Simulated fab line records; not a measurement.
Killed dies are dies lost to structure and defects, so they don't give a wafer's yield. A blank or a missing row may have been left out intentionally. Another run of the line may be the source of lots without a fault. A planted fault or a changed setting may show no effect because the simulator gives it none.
Chamber matching    flow nand-harc    NHARC_A_WL_FILL_CMP_12 on cmp-01 has 4 sister chambers
The step polishes, t overpolish 30 s, target thk 100 nm. 14 wafers are shown with their chamber, then 7 later ones without.

## EACH WAFER AND ITS CHAMBER
wafer   chamber  motor-current-A (A)  overpolish-run-s (s)  time-to-endpoint-s (s)
L110.2  0        11.5                 30.007                16.7
L110.4  1        11.6                 30.004                18.4
L110.5  0        12.2                 29.993                18.6
L115.3  2        11.4                 29.983                20.4
L115.4  1        11.4                 30.006                18.9
L115.5  3        12.7                 30.018                19.5
L114.2  3        12.3                 30.009                18.4
L114.4  0        11.3                 29.997                20.9
L114.6  0        12.0                 30.006                20.3
L118.1  3        12.7                 30.005                22.1
L118.4  0        12.7                 29.983                20.9
L118.6  0        11.1                 30.026                19.8
L121.1  2        11.5                 30.003                16.6
L121.4  0        12.0                 30.012                18.0

SIGNATURES, as means of the wafers listed above
reading             chamber 0  chamber 1  chamber 2  chamber 3  scatter within a chamber
motor-current-A     11.829     11.500     11.450     12.567     0.448
overpolish-run-s    30.00343   30.00500   29.99300   30.01067   0.0121
time-to-endpoint-s  19.314     18.650     18.500     20.000     1.73
Rule: for each reading, subtract the chamber's mean from the wafer's reading, divide by that reading's scatter and square the result; add these up over the readings and take the root, which gives the wafer's distance from the chamber. The wafer belongs to the nearest chamber; if the next one is less than 2 further off, it can't be placed. The scatter: the root of (the sum of the squares of (reading less its chamber's mean) over the shown wafers, divided by (wafers less chambers)).

## WAFERS WITHOUT THEIR CHAMBER
wafer   motor-current-A (A)  overpolish-run-s (s)  time-to-endpoint-s (s)
L121.5  11.5                 29.992                16.8
L122.1  11.8                 30.010                17.3
L122.4  12.3                 29.990                16.7
L122.6  11.0                 30.002                18.0
L128.2  12.0                 29.993                21.6
L128.5  12.2                 30.000                18.3
L128.6  11.4                 29.986                19.8

## THE CHAMBER EACH PASSED THROUGH
wafer   from the rows above                in truth
L121.5  can't be placed: 2 or 1 or 0       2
L122.1  can't be placed: 1 or 0 or 2 or 3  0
L122.4  can't be placed: 0 or 2 or 1 or 3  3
L122.6  can't be placed: 1 or 2 or 0       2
L128.2  can't be placed: 0 or 3 or 2 or 1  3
L128.5  can't be placed: 0 or 3 or 1 or 2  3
L128.6  can't be placed: 2 or 1 or 0       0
Placed correctly: 0 of 7. Not placeable from these rows: 7 (in 7, the candidates include the true chamber). Placed wrongly: 0.
